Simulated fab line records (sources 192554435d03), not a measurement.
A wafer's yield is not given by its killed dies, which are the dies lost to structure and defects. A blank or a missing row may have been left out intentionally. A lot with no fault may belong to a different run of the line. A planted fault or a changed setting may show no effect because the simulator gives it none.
fab line records	flow n5-finfet
record lots=8	wafers=24	last-day=19
route steps=1938 shown SD_EPI_P@306 SD_ACTIVATION@331 BEOL_M4@1111 PASSIVATION@1936
lots that met no fault: taken from a fault-free run of the same line
start-h: hours from the record's opening day to when the first of the lot's shown wafers began	wait-h: hours elapsed since this lot's preceding step	" as in the row above	L1.1+2: several wafers, shown together as one row	- either no value or no given start	* or withheld: withheld	< > ~ a bound
route shown NAME@n: names a module that has steps shown in the file, with the first one's number in the route	usual: mean and standard deviation over wafers with no fault	same: alike in all rows	chamber/n: place in a boat	sites: per-site readings	_std_site: standard deviation across them	_edge_site: inner sites' mean taken away from outer sites' mean	radius-mm: how far each site lies from the wafer's centre	mask NAME#n: copy n	behind: the tool/chamber that last shaped the wafer	hold: what put the lot on hold/how long, in hours/how the hold closed	device: the transistor (n, p or np) that didn't switch	end of line: the same wafers' tests at the end of the route	where a step has no rows: the recipe by itself	killed: dies that structure and defects cost at the first sort, which is not the same as the wafer's yield	map: shows each die of a wafer: x if killed, . if not, _ if none is there
set.NAME: the setting that was run; set.NAME@STEP: the one run at that earlier step	model.NAME: the simulator's own value behind a step, which no gauge read
route steps across a sampled set of lots; one table per step, one row per wafer
services: from which hour (start-h, from the record's first day; less than 0 if before it) a tool's chamber was out of use, for how many hours, and why
## steps
# step N5_SD_EPI_P_DESCUM_14
# recipe chemistry=O2	time-s=7.9	source-power-w=50	bias-power-w=20	pressure-mtorr=20	rf-frequency-hz=2.712e+07	temp-c=40	resist=CAR-ArF-block	o2-flow-sccm=225
# usual drypump-motor-current-A=5.7/0.69	oes-product-au=0.75/0.065	rf-vpp-V=243.3/1.4	showerhead-plenum-p-Torr=2.10/0.079	throttle-valve-pct=20.49/0.21
lot.wafer	tool	chamber	start-h	wait-h	drypump-motor-current-A	oes-product-au	rf-hours-counter-h	rf-vpp-V	showerhead-plenum-p-Torr	throttle-valve-pct
L216.2	rie-diel-05	2	73.06	0.0	5.3	0.73	175	243.9	2.16	20.38
L216.4	"	0	"	"	6.7	0.73	166	242.1	1.99	20.68
L216.5	"	0	"	"	6.7	0.72	-	242.6	1.99	20.66
L224.2	rie-diel-06	1	123.99	0.0	5.4	0.75	173	241.6	2.08	20.49
L224.4	"	0	"	"	6.4	0.86	55	245.0	2.21	20.06
L224.6	"	3	"	"	5.4	0.76	-	242.4	2.07	20.35
L226.1	rie-diel-06	3	139.63	0.1	5.5	0.75	165	241.2	2.07	20.35
L226.2	"	1	"	"	5.4	0.73	177	242.8	2.08	20.49
L226.3	"	0	"	"	6.4	0.85	62	245.5	2.20	20.08
L227.2	rie-diel-06	0	141.19	0.0	6.4	0.85	62	246.3	2.20	20.08
L227.3	"	3	"	"	5.4	0.75	166	242.0	2.07	20.36
L227.5	"	1	"	"	5.4	0.74	-	242.5	2.08	20.49
L229.1	rie-diel-05	3	150.98	0.1	5.0	0.97	8	244.4	2.23	20.41
L229.3	"	0	"	"	6.7	0.70	193	242.1	1.98	20.73
L229.6	"	3	"	"	4.9	0.97	-	245.7	2.23	20.40
L232.2	rie-diel-05	0	167.73	0.3	6.7	0.69	199	242.4	1.98	20.74
L232.3	"	1	"	"	6.7	0.74	154	241.4	1.99	20.47
L232.6	"	1	"	"	6.7	0.73	-	242.1	1.99	20.45
L234.2	rie-diel-05	0	182.28	0.1	6.7	0.69	206	242.1	1.97	20.73
L234.5	"	1	"	"	6.7	0.73	-	241.9	1.98	20.47
L234.6	"	2	"	"	5.3	0.70	-	243.8	2.15	20.42
L236.1	rie-diel-05	0	201.57	0.5	6.7	0.68	213	241.1	1.97	20.76
L236.3	"	2	"	"	5.3	0.70	213	243.2	2.15	20.43
L236.6	"	1	"	"	6.7	0.72	-	241.7	1.98	20.49
# step N5_SD_EPI_P_ETCH_37
# recipe chemistry=N2/H2	target=SOC	overetch-a=1080	mask-material=SiARC	temp-c=40	ion-energy-ev=100	source-w=3000	bias-w=133	pressure-mtorr=20	time-s=486	n2-flow-sccm=200	h2-flow-sccm=200	ends=end-point
# usual drypump-motor-current-A=5.7/0.69	oes-product-au=0.67/0.054	rf-vpp-V=240.8/1.5	showerhead-plenum-p-Torr=2.55/0.098	throttle-valve-pct=23.87/0.22
lot.wafer	tool	chamber	start-h	wait-h	drypump-motor-current-A	oes-product-au	rf-hours-counter-h	rf-vpp-V	showerhead-plenum-p-Torr	throttle-valve-pct
L216.2	rie-diel-05	2	73.15	0.0	5.3	0.65	175	240.3	2.63	23.76
L216.4	"	0	"	"	6.7	0.65	166	238.8	2.41	24.14
L216.5	"	0	"	"	6.7	0.65	-	238.8	2.41	24.13
L224.2	rie-diel-06	1	124.09	0.0	5.4	0.67	173	240.9	2.52	23.76
L224.4	"	0	"	"	6.4	0.77	55	243.6	2.69	23.35
L224.6	"	3	"	"	5.5	0.67	-	241.7	2.53	23.94
L226.1	rie-diel-06	3	139.72	0.0	5.4	0.67	165	240.3	2.53	23.97
L226.2	"	1	"	"	5.4	0.66	177	241.2	2.52	23.77
L226.3	"	0	"	"	6.4	0.75	62	242.6	2.69	23.35
L227.2	rie-diel-06	0	141.28	0.0	6.4	0.75	62	242.6	2.69	23.37
L227.3	"	3	"	"	5.5	0.67	166	241.7	2.53	23.97
L227.5	"	1	"	"	5.4	0.66	-	241.0	2.52	23.75
L229.1	rie-diel-05	3	151.07	0.0	4.9	0.85	8	243.2	2.72	23.80
L229.3	"	0	"	"	6.7	0.64	193	237.6	2.40	24.18
L229.6	"	3	"	"	4.9	0.85	-	242.1	2.72	23.78
L232.2	rie-diel-05	0	167.82	0.0	6.7	0.63	199	240.2	2.40	24.15
L232.3	"	1	"	"	6.7	0.66	154	238.7	2.42	24.00
L232.6	"	1	"	"	6.7	0.66	-	238.5	2.42	24.00
L234.2	rie-diel-05	0	182.37	0.0	6.7	0.63	206	238.9	2.39	24.18
L234.5	"	1	"	"	6.7	0.66	-	239.1	2.42	24.02
L234.6	"	2	"	"	5.3	0.64	-	242.6	2.62	23.80
L236.1	rie-diel-05	0	201.66	0.0	6.7	0.62	213	239.2	2.39	24.20
L236.3	"	2	"	"	5.3	0.62	213	241.2	2.62	23.83
L236.6	"	1	"	"	6.7	0.66	-	238.0	2.42	24.03
# step N5_SD_EPI_P_SD_RECESS_17
# recipe chemistry=HBr/Cl2/O2	target-depth-a=391	bt-time-s=3	pressure-mtorr=10	icp-w=800	bias-w=112	HBr_flow_sccm=150	Cl2_flow_sccm=80	O2_flow_sccm=12
# usual drypump-motor-current-A=5.6/0.56	oes-product-au=1.006/0.014	throttle-valve-pct=37.0/0.48
lot.wafer	tool	chamber	start-h	wait-h	drypump-motor-current-A	oes-product-au	rf-hours-counter-h	throttle-valve-pct
L216.2	rie-si-03	2	73.75	0.0	5.9	1.015	188	37.1
L216.4	"	1	"	"	5.3	1.005	18	36.9
L216.5	"	1	"	"	5.3	0.998	-	36.8
L224.2	rie-si-04	1	124.68	0.0	6.0	0.989	9	36.7
L224.4	"	2	"	"	5.5	1.029	8	37.3
L224.6	"	3	"	"	6.2	1.009	-	36.3
L226.1	rie-si-04	2	140.32	0.0	5.5	1.028	8	37.3
L226.2	"	1	"	"	6.0	0.994	10	36.7
L226.3	"	0	"	"	4.7	0.993	81	36.6
L227.2	rie-si-05	1	141.88	0.0	5.4	1.018	43	37.0
L227.3	"	0	"	"	5.5	0.997	33	36.8
L227.5	"	3	"	"	5.1	0.991	-	38.1
L229.1	rie-si-04	1	151.67	0.0	6.0	0.991	10	36.7
L229.3	"	2	"	"	5.5	1.033	8	37.3
L229.6	"	0	"	"	4.6	1.000	-	36.6
L232.2	rie-si-05	1	168.41	0.0	5.4	1.016	43	37.0
L232.3	"	2	"	"	6.4	1.020	5	37.5
L232.6	"	1	"	"	5.4	1.010	-	37.0
L234.2	rie-si-05	2	182.97	0.0	6.4	1.028	5	37.5
L234.5	"	1	"	"	5.4	1.018	-	37.1
L234.6	"	2	"	"	6.4	1.027	-	37.5
L236.1	rie-si-05	2	202.25	0.0	6.4	1.031	6	37.5
L236.3	"	0	"	"	5.5	0.996	34	36.8
L236.6	"	0	"	"	5.5	1.005	-	36.8
# step N5_SD_ACTIVATION_LSA_01
# recipe temp-c=1080	time-s=0.0008	ambient=N2
# usual wafer_temp_C_max=1086.7/2
lot.wafer	tool	chamber	start-h	wait-h	wafer_temp_C_max
L216.2	laser-anneal-02	0	77.23	0.2	1090.4
L216.4	"	0	"	"	1090.2
L216.5	"	0	"	"	1090.7
L224.2	laser-anneal-02	0	127.97	0.2	1074.5
L224.4	"	0	"	"	1071.9
L224.6	"	0	"	"	1073.4
L226.1	laser-anneal-02	0	143.58	0.2	1075.3
L226.2	"	0	"	"	1072.6
L226.3	"	0	"	"	1073.7
L227.2	laser-anneal-01	0	145.23	0.2	1084.0
L227.3	"	0	"	"	1085.9
L227.5	"	0	"	"	1084.7
L229.1	laser-anneal-02	0	154.95	0.2	1071.1
L229.3	"	0	"	"	1071.5
L229.6	"	0	"	"	1073.3
L232.2	laser-anneal-01	0	172.56	0.2	1084.5
L232.3	"	0	"	"	1084.5
L232.6	"	0	"	"	1084.4
L234.2	laser-anneal-01	0	187.20	0.2	1084.3
L234.5	"	0	"	"	1084.1
L234.6	"	0	"	"	1084.3
L236.1	laser-anneal-02	0	206.60	0.2	1087.3
L236.3	"	0	"	"	1089.5
L236.6	"	0	"	"	1090.2
# step N5_SD_ACTIVATION_RS_MEAS_03
# recipe thk-meas-gauge=four-point-probe
# usual RS_SD_N=21.9/0.31	RS_SD_P=55.9/0.96
lot.wafer	tool	chamber	start-h	wait-h	RS_SD_N[ohm/sq]	RS_SD_P[ohm/sq]
L216.2	film-metro-02	-	77.43	0.2	22.1	57.3
L216.4	"	-	"	"	21.9	57.4
L216.5	"	-	"	"	22.1	57.3
L224.2	film-metro-02	-	128.16	0.2	23.5	57.6
L224.4	"	-	"	"	24.0	57.4
L224.6	"	-	"	"	23.8	57.7
L226.1	film-metro-01	-	143.78	0.2	23.6	57.2
L226.2	"	-	"	"	22.8	55.7
L226.3	"	-	"	"	23.3	55.7
L227.2	film-metro-01	-	145.42	0.2	22.1	54.9
L227.3	"	-	"	"	22.1	55.1
L227.5	"	-	"	"	22.4	55.2
L229.1	film-metro-01	-	155.15	0.2	23.4	55.9
L229.3	"	-	"	"	23.7	57.1
L229.6	"	-	"	"	23.4	56.4
L232.2	film-metro-02	-	172.75	0.2	22.4	54.8
L232.3	"	-	"	"	21.9	55.1
L232.6	"	-	"	"	22.1	55.1
L234.2	film-metro-02	-	187.40	0.2	21.7	55.9
L234.5	"	-	"	"	21.8	55.4
L234.6	"	-	"	"	21.7	56.1
L236.1	film-metro-01	-	206.81	0.2	21.7	56.1
L236.3	"	-	"	"	21.8	55.9
L236.6	"	-	"	"	21.8	55.5
# step N5_BEOL_M4_RC_MEAS_101
# usual DIBL_N=36.3/1.9	DIBL_P=36.0/2.1	IOFF_N=0.16/0.031	IOFF_P=0.21/0.035	ION_N=675/14	ION_P=464/8.5	RC_DENSE_N=19.1/0.47	RC_N=15.5/0.36	RS_SD_N=28.3/0.42	SS_N=71.5/0.6	SS_P=73.3/0.72	VT_N=250/3.2	VT_P=-250/3.1
lot.wafer	tool	chamber	start-h	wait-h	DIBL_N[mV/V]	DIBL_P[mV/V]	IOFF_N[nA/um]	IOFF_P[nA/um]	ION_N[uA/um]	ION_P[uA/um]	RC_DENSE_N[ohm.um]	RC_N[ohm.um]	RS_SD_N[ohm/sq]	SS_N[mV/dec]	SS_P[mV/dec]	VT_N[mV]	VT_P[mV]
L216.2	prober-01	0	183.01	0.2	34.5	36.0	0.14	0.19	691	475	18.8	15.3	28.1	70.4	73.7	249	-252
L216.4	"	0	"	"	34.5	36.8	0.14	0.20	673	464	18.8	15.4	28.5	70.9	74.3	251	-250
L216.5	"	0	"	"	39.1	41.7	0.24	0.29	698	470	19.1	15.7	28.6	71.9	74.9	242	-247
L227.2	prober-01	0	285.25	0.2	37.7	35.8	0.17	0.22	691	473	19.2	15.7	28.4	72.6	73.5	248	-246
L227.3	"	0	"	"	36.4	34.5	0.15	0.19	675	462	18.8	15.4	28.6	72.1	72.9	250	-251
L227.5	"	0	"	"	37.2	34.4	0.16	0.19	676	460	18.8	15.4	28.8	72.3	72.9	251	-251
L234.2	prober-02	0	288.12	0.2	38.4	36.3	0.17	0.21	663	453	19.2	15.6	28.4	72.6	73.2	250	-250
L234.5	"	0	"	"	35.6	34.7	0.12	0.19	668	464	19.3	15.8	28.4	71.1	73.2	252	-251
L234.6	"	0	"	"	38.0	37.4	0.16	0.22	676	460	19.7	16.2	28.3	72.0	74.0	248	-246
L229.1	prober-02	0	295.30	0.0	39.2	40.2	0.22	0.29	692	484	20.7	16.6	29.9	72.3	74.4	246	-245
L229.3	"	0	"	"	35.9	35.6	0.15	0.19	690	475	20.8	16.9	30.2	70.8	73.4	249	-251
L229.6	"	0	"	"	36.0	36.0	0.15	0.20	682	472	19.8	16.2	30.0	71.5	73.3	249	-252
L224.2	prober-01	0	295.61	0.2	37.9	36.9	0.18	0.25	684	463	20.4	16.6	30.1	71.5	73.6	248	-250
L224.4	"	0	"	"	39.6	38.6	0.21	0.28	682	470	20.2	16.7	30.8	72.1	74.4	248	-246
L224.6	"	0	"	"	36.4	34.7	0.15	0.21	663	458	19.7	16.2	30.5	71.6	72.7	252	-250
L226.1	prober-02	0	320.06	0.0	37.0	36.4	0.15	0.20	668	461	20.7	16.8	30.7	72.1	73.9	255	-252
L226.2	"	0	"	"	37.8	38.7	0.18	0.26	670	468	20.5	16.7	29.6	71.9	74.0	250	-248
L226.3	"	0	"	"	36.7	35.7	0.14	0.21	673	469	20.7	16.8	30.1	71.6	73.9	251	-250
L232.2	prober-01	0	321.02	0.2	36.4	36.4	0.18	0.21	668	460	19.7	16.1	29.0	72.1	73.0	249	-249
L232.3	"	0	"	"	36.8	38.3	0.19	0.24	685	466	19.6	15.7	28.4	71.9	74.0	247	-248
L232.6	"	0	"	"	36.2	37.6	0.18	0.25	681	469	20.4	16.5	28.8	71.6	74.3	246	-246
L236.1	prober-01	0	340.67	0.0	36.2	36.7	0.15	0.21	668	460	18.8	15.3	28.3	71.1	73.1	250	-249
L236.3	"	0	"	"	36.5	36.7	0.15	0.21	668	458	19.0	15.3	27.9	70.7	73.2	251	-248
L236.6	"	0	"	"	36.9	37.3	0.16	0.21	665	457	18.5	15.3	28.0	71.4	74.1	251	-250
# step N5_PASSIVATION_PROBE_49
# usual defect-limited-yield=91.0/1.5	killed_at_M0_to_M3=32/9.6	killed_at_M4_up=13/4.7	killed-at-contacts=13/7.2	killed-at-front-end=44/13	killed-at-other=4/3.4	killed-dies=106/18	killed-open=70/13	killed-short=35/8	sort_bin_5_function=5.3/0.97	sort_bin_6_memory=3.4/0.73	sort-n-pass=1074/18	sort-yield-pct=91.0/1.5
# same gross-dies=1180	killed-at-back-side=0	sort_bin_4_leakage[%]=0	sort_bin_8_speed[%]=0
lot.wafer	tool	chamber	start-h	wait-h	defect-limited-yield[%]	killed_at_M0_to_M3	killed_at_M4_up	killed-at-contacts	killed-at-front-end	killed-at-other	killed-dies	killed-open	killed-short	sort_bin_5_function[%]	sort_bin_6_memory[%]	sort-n-pass	sort-yield-pct[%]
L216.2	prober-02	-	260.82	0.1	87.5	37	13	24	71	2	147	106	41	6.8	5.2	1033	87.5
L216.4	prober-02	-	260.92	0.2	90.0	30	20	13	47	8	118	78	39	6.1	3.6	1062	90.0
L216.5	prober-02	-	260.97	0.2	91.1	23	13	14	49	6	105	66	39	5.9	2.5	1075	91.1
L227.2	prober-02	-	375.95	0.1	92.5	41	8	6	32	2	89	59	28	5.2	2.1	1091	92.5
L227.3	prober-02	-	376.00	0.1	92.2	36	12	14	30	0	92	56	34	4.8	2.7	1088	92.2
L227.5	prober-02	-	376.10	0.2	93.9	22	15	14	20	1	72	46	23	3.2	2.6	1108	93.9
L234.2	prober-02	-	392.72	0.1	88.6	46	11	12	63	3	135	90	42	5.8	5.3	1045	88.6
L234.5	prober-02	-	392.87	0.2	91.0	37	11	9	42	7	106	70	32	5.7	2.7	1074	91.0
L234.6	prober-02	-	392.92	0.3	90.5	35	10	9	52	6	112	68	44	5.3	3.9	1068	90.5
L229.1	prober-02	-	396.76	0.0	89.8	41	14	8	56	1	120	80	33	6.2	3.6	1060	89.8
L229.3	prober-02	-	396.86	0.1	90.6	41	10	5	52	3	111	77	29	5.1	3.9	1069	90.6
L229.6	prober-02	-	397.01	0.3	90.7	25	10	28	47	0	110	74	30	5.9	2.5	1070	90.7
L224.2	prober-01	-	402.45	0.1	87.9	35	13	5	90	0	143	104	37	8.1	3.6	1037	87.9
L224.4	prober-01	-	402.55	0.2	88.1	29	18	7	87	0	141	98	40	7.4	4.2	1039	88.1
L224.6	prober-01	-	402.65	0.3	87.6	50	13	13	70	0	146	99	44	6.5	4.9	1034	87.6
L232.2	prober-01	-	432.89	0.2	91.0	24	21	11	49	1	106	71	34	5.4	3.3	1074	91.0
L232.3	prober-01	-	432.94	0.2	93.1	18	19	11	31	2	81	50	30	4.5	2.3	1099	93.1
L232.6	prober-01	-	433.09	0.4	91.6	10	33	12	41	3	99	66	31	4.7	3.5	1081	91.6
L226.1	prober-01	-	442.27	0.0	90.1	38	19	12	33	15	117	81	34	5.5	3.8	1063	90.1
L226.2	prober-01	-	442.32	0.1	92.7	24	16	4	35	7	86	59	23	3.9	3.3	1094	92.7
L226.3	prober-01	-	442.37	0.1	93.2	25	7	6	39	3	80	54	25	4.0	2.3	1100	93.2
L236.1	prober-01	-	446.48	0.0	90.4	51	15	13	32	2	113	76	37	6.1	3.4	1067	90.4
L236.3	prober-01	-	446.58	0.1	93.5	23	4	6	38	6	77	50	27	3.7	2.5	1103	93.5
L236.6	prober-01	-	446.73	0.3	91.3	30	17	20	34	2	103	72	31	5.5	2.8	1077	91.3
# killed by level:class
L216.2 MOL_CONTACT_COAG:geometric-particle:open=20 FIN_SAQP:geometric-particle:open=19 STI_FIN_REVEAL:geometric-particle:open=15 FIN_SAQP:geometric-particle:short=14 BEOL_M3:geometric-particle:open=10 BEOL_M0_SAQP:geometric-particle:open=9 BEOL_M4:geometric-particle:open=7 BEOL_M2:geometric-particle:open=6
L216.4 MOL_CONTACT_COAG:geometric-particle:open=12 FIN_SAQP:geometric-particle:open=10 BEOL_M0_SAQP:geometric-particle:open=10 BEOL_M4:geometric-particle:open=10 STI_FIN_REVEAL:geometric-particle:open=5 FIN_SAQP:geometric-particle:short=4 STI_FIN_REVEAL:geometric-particle:short=4 DUMMY_GATE:geometric-particle:open=4
L216.5 FIN_SAQP:geometric-particle:open=17 MOL_CONTACT_COAG:geometric-particle:open=11 BEOL_M0_SAQP:geometric-particle:open=7 FIN_SAQP:geometric-particle:short=6 STI_FIN_REVEAL:geometric-particle:open=6 GATE_CUT:geometric-particle:short=6 BEOL_M0_SAQP:geometric-particle:short=5 BEOL_M2:geometric-particle:open=5
L227.2 BEOL_M0_SAQP:geometric-particle:open=16 FIN_SAQP:geometric-particle:short=9 BEOL_M0_SAQP:geometric-particle:short=9 DUMMY_GATE:geometric-particle:open=6 MOL_CONTACT_COAG:geometric-particle:open=6 FIN_SAQP:geometric-particle:open=5 BEOL_M1:geometric-particle:open=4 BEOL_M2:geometric-particle:open=4
L227.3 BEOL_M0_SAQP:geometric-particle:open=13 MOL_CONTACT_COAG:geometric-particle:open=12 FIN_SAQP:geometric-particle:short=9 BEOL_M0_SAQP:geometric-particle:short=8 FIN_SAQP:geometric-particle:open=7 BEOL_M2:geometric-particle:open=6 GATE_CUT:geometric-particle:short=3 BEOL_M4:geometric-particle:open=3
L227.5 MOL_CONTACT_COAG:geometric-particle:open=12 BEOL_M0_SAQP:geometric-particle:open=8 BEOL_M0_SAQP:geometric-particle:short=7 FIN_SAQP:geometric-particle:open=6 BEOL_M4:geometric-particle:open=6 BEOL_M3:geometric-particle:open=4 STARTING-WAFER:geometric-particle:short=3 STARTING-WAFER:geometric-particle:open=3
L234.2 STI_FIN_REVEAL:geometric-particle:open=20 BEOL_M2:geometric-particle:open=14 FIN_SAQP:geometric-particle:short=11 FIN_SAQP:geometric-particle:open=10 BEOL_M3:geometric-particle:open=10 MOL_CONTACT_COAG:geometric-particle:open=8 BEOL_M0_SAQP:geometric-particle:short=6 BEOL_M0_SAQP:geometric-particle:open=5
L234.5 STI_FIN_REVEAL:geometric-particle:open=10 BEOL_M0_SAQP:geometric-particle:open=10 FIN_SAQP:geometric-particle:open=9 BEOL_M0_SAQP:geometric-particle:short=9 BEOL_M3:geometric-particle:open=7 BEOL_M4:geometric-particle:open=7 FIN_SAQP:geometric-particle:short=6 MOL_CONTACT_COAG:geometric-particle:open=6
L234.6 STI_FIN_REVEAL:geometric-particle:open=16 FIN_SAQP:geometric-particle:short=10 FIN_SAQP:geometric-particle:open=9 BEOL_M0_SAQP:geometric-particle:short=9 BEOL_M1:geometric-particle:open=8 MOL_CONTACT_COAG:geometric-particle:open=6 BEOL_M3:geometric-particle:open=6 BEOL_M4:geometric-particle:open=6
L229.1 STI_FIN_REVEAL:geometric-particle:open=24 BEOL_M3:geometric-particle:open=10 BEOL_M1:geometric-particle:open=9 FIN_SAQP:geometric-particle:open=7 FIN_SAQP:geometric-particle:short=5 MOL_CONTACT_COAG:geometric-particle:open=5 BEOL_M0_SAQP:geometric-particle:short=5 BEOL_M4:geometric-particle:open=5
L229.3 STI_FIN_REVEAL:geometric-particle:open=12 DUMMY_GATE:geometric-particle:open=11 FIN_SAQP:geometric-particle:open=10 BEOL_M1:geometric-particle:open=10 BEOL_M2:geometric-particle:open=8 BEOL_M4:geometric-particle:open=7 BEOL_M3:geometric-particle:short=6 BEOL_M3:geometric-particle:open=5
L229.6 MOL_CONTACT_COAG:geometric-particle:open=19 STI_FIN_REVEAL:geometric-particle:open=14 MOL_CONTACT_COAG:geometric-particle:short=9 BEOL_M4:geometric-particle:open=7 FIN_SAQP:geometric-particle:short=6 FIN_SAQP:geometric-particle:open=6 BEOL_M0_SAQP:geometric-particle:open=5 BEOL_M0_SAQP:geometric-particle:short=5
L224.2 FIN_SAQP:geometric-particle:open=30 STI_FIN_REVEAL:geometric-particle:open=18 BEOL_M0_SAQP:geometric-particle:open=16 FIN_SAQP:geometric-particle:short=12 BEOL_M1:geometric-particle:open=9 BEOL_M4:geometric-particle:open=7 DUMMY_GATE:geometric-particle:open=5 BEOL_M0_SAQP:geometric-particle:short=5
L224.4 FIN_SAQP:geometric-particle:open=19 DUMMY_GATE:geometric-particle:open=17 STI_FIN_REVEAL:geometric-particle:open=15 FIN_SAQP:geometric-particle:short=14 BEOL_M4:geometric-particle:open=10 BEOL_M0_SAQP:geometric-particle:open=9 GATE_CUT:geometric-particle:short=5 BEOL_M0_SAQP:geometric-particle:short=5
L224.6 STI_FIN_REVEAL:geometric-particle:open=21 BEOL_M0_SAQP:geometric-particle:short=19 FIN_SAQP:geometric-particle:open=17 BEOL_M0_SAQP:geometric-particle:open=13 MOL_CONTACT_COAG:geometric-particle:open=11 FIN_SAQP:geometric-particle:short=8 BEOL_M4:geometric-particle:open=8 BEOL_M1:geometric-particle:open=6
L232.2 FIN_SAQP:geometric-particle:open=12 STI_FIN_REVEAL:geometric-particle:open=12 BEOL_M5:geometric-particle:open=7 FIN_SAQP:geometric-particle:short=7 MOL_CONTACT_COAG:geometric-particle:open=7 BEOL_M4:geometric-particle:open=7 BEOL_M0_SAQP:geometric-particle:open=6 GATE_CUT:geometric-particle:short=5
L232.3 STI_FIN_REVEAL:geometric-particle:open=10 FIN_SAQP:geometric-particle:short=9 MOL_CONTACT_COAG:geometric-particle:open=7 BEOL_M4:geometric-particle:open=7 BEOL_M2:geometric-particle:open=6 FIN_SAQP:geometric-particle:open=4 MOL_CONTACT_COAG:geometric-particle:short=4 BEOL_M0_SAQP:geometric-particle:open=3
L232.6 BEOL_M4:geometric-particle:open=16 GATE_CUT:geometric-particle:short=9 MOL_CONTACT_COAG:geometric-particle:open=8 BEOL_M7:geometric-particle:open=7 STI_FIN_REVEAL:geometric-particle:open=6 FIN_SAQP:geometric-particle:open=5 DUMMY_GATE:geometric-particle:open=4 MOL_CONTACT_COAG:geometric-particle:short=4
L226.1 BEOL_M1:geometric-particle:open=15 FIN_SAQP:geometric-particle:open=13 MOL_CONTACT_COAG:geometric-particle:open=9 BEOL_M0_SAQP:geometric-particle:short=7 BEOL_M3:geometric-particle:open=7 BEOL_M5:geometric-particle:open=7 PASS1_CAP:geometric-particle:open=6 FIN_SAQP:geometric-particle:short=5
L226.2 FIN_SAQP:geometric-particle:open=7 DUMMY_GATE:geometric-particle:open=7 BEOL_M3:geometric-particle:open=7 BEOL_M0_SAQP:geometric-particle:short=5 BEOL_M1:geometric-particle:open=5 FIN_SAQP:geometric-particle:short=4 STI_FIN_REVEAL:geometric-particle:open=4 MOL_CONTACT_COAG:geometric-particle:open=4
L226.3 FIN_SAQP:geometric-particle:open=10 STI_FIN_REVEAL:geometric-particle:open=5 BEOL_M1:geometric-particle:open=5 BEOL_M2:geometric-particle:open=5 STARTING-WAFER:geometric-particle:open=5 MOL_CONTACT_COAG:geometric-particle:open=4 FIN_SAQP:geometric-particle:short=3 DUMMY_GATE:geometric-particle:open=3
L236.1 BEOL_M0_SAQP:geometric-particle:short=14 STI_FIN_REVEAL:geometric-particle:open=13 MOL_CONTACT_COAG:geometric-particle:open=13 BEOL_M4:geometric-particle:open=10 BEOL_M1:geometric-particle:short=7 BEOL_M3:geometric-particle:open=7 BEOL_M2:geometric-particle:open=6 STARTING-WAFER:geometric-particle:short=6
L236.3 STI_FIN_REVEAL:geometric-particle:open=9 BEOL_M3:geometric-particle:open=9 DUMMY_GATE:geometric-particle:open=5 GATE_CUT:geometric-particle:short=5 STARTING-WAFER:geometric-particle:short=5 MOL_CONTACT_COAG:geometric-particle:open=4 STI_FIN_REVEAL:geometric-particle:short=3 ILD0:geometric-particle:open=3
L236.6 MOL_CONTACT_COAG:geometric-particle:open=16 BEOL_M2:geometric-particle:open=9 BEOL_M4:geometric-particle:open=7 STI_FIN_REVEAL:geometric-particle:open=6 STI_FIN_REVEAL:geometric-particle:short=5 BEOL_M0_SAQP:geometric-particle:open=5 BEOL_M3:geometric-particle:open=5 FIN_SAQP:geometric-particle:open=4
## services
tool	chamber	start-h	hours	kind
rie-si-05	1	61.31	6.5	repair
rie-diel-05	-	61.74	0.4	repair
rie-si-04	-	76.99	0.3	repair
rie-diel-06	-	78.44	14.6	pm
rie-si-04	0	82.15	13.6	repair
rie-diel-05	3	93.56	-	clean
rie-diel-05	3	93.56	-	consumable-replace:focus-ring
rie-diel-05	3	93.56	-	consumable-replace:showerhead
rie-diel-05	3	93.56	27.5	scheduled-down
rie-diel-05	3	93.56	27.5	vent-cycle
laser-anneal-02	-	123.17	2.3	pm
rie-si-03	0	125.66	9.2	repair
rie-diel-06	2	128.02	-	clean
rie-diel-06	2	128.02	-	consumable-replace:focus-ring
rie-diel-06	2	128.02	22.3	scheduled-down
rie-si-03	-	129.77	0.4	repair
laser-anneal-02	-	148.25	4.0	repair
laser-anneal-01	-	148.75	2.3	repair
rie-diel-05	2	167.42	14.2	repair
rie-diel-06	-	168.33	28.1	pm
laser-anneal-01	-	178.17	1.9	pm
rie-si-03	3	183.85	32.6	repair
rie-si-04	-	194.70	2.8	pm
rie-si-03	1	198.13	6.3	repair
## key
first-sign step=N5_SD_ACTIVATION_LSA_01	reading=wafer_temp_C_max	direction=down	sigmas=6.9	usual=*	struck=*
effect step=N5_SD_ACTIVATION_RS_MEAS_03	reading=RS_SD_N	direction=up	sigmas=5.2	usual=21.9	struck=23.5
effect step=N5_BEOL_M4_RC_MEAS_101	reading=RS_SD_N	direction=up	sigmas=4.6	usual=28.3	struck=30.2
effect step=N5_BEOL_M4_RC_MEAS_101	reading=RC_N	direction=up	sigmas=3	usual=15.5	struck=16.6
effect step=N5_BEOL_M4_RC_MEAS_101	reading=RC_DENSE_N	direction=up	sigmas=2.9	usual=19.1	struck=20.4
met-at N5_SD_ACTIVATION_LSA_01
struck-lots L224,L226,L229
not-acting-at N5_SD_EPI_P_DESCUM_14,N5_SD_EPI_P_ETCH_37,N5_SD_EPI_P_SD_RECESS_17
onset-between 77.23 127.97
fault kind=process-parameter-drift	tool=laser-anneal-02	chamber=-	onset-h=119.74	steps=N5_SD_ACTIVATION_LSA_01	channel=temp-c	offset=*	shape=step	end-h=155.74	stated=*
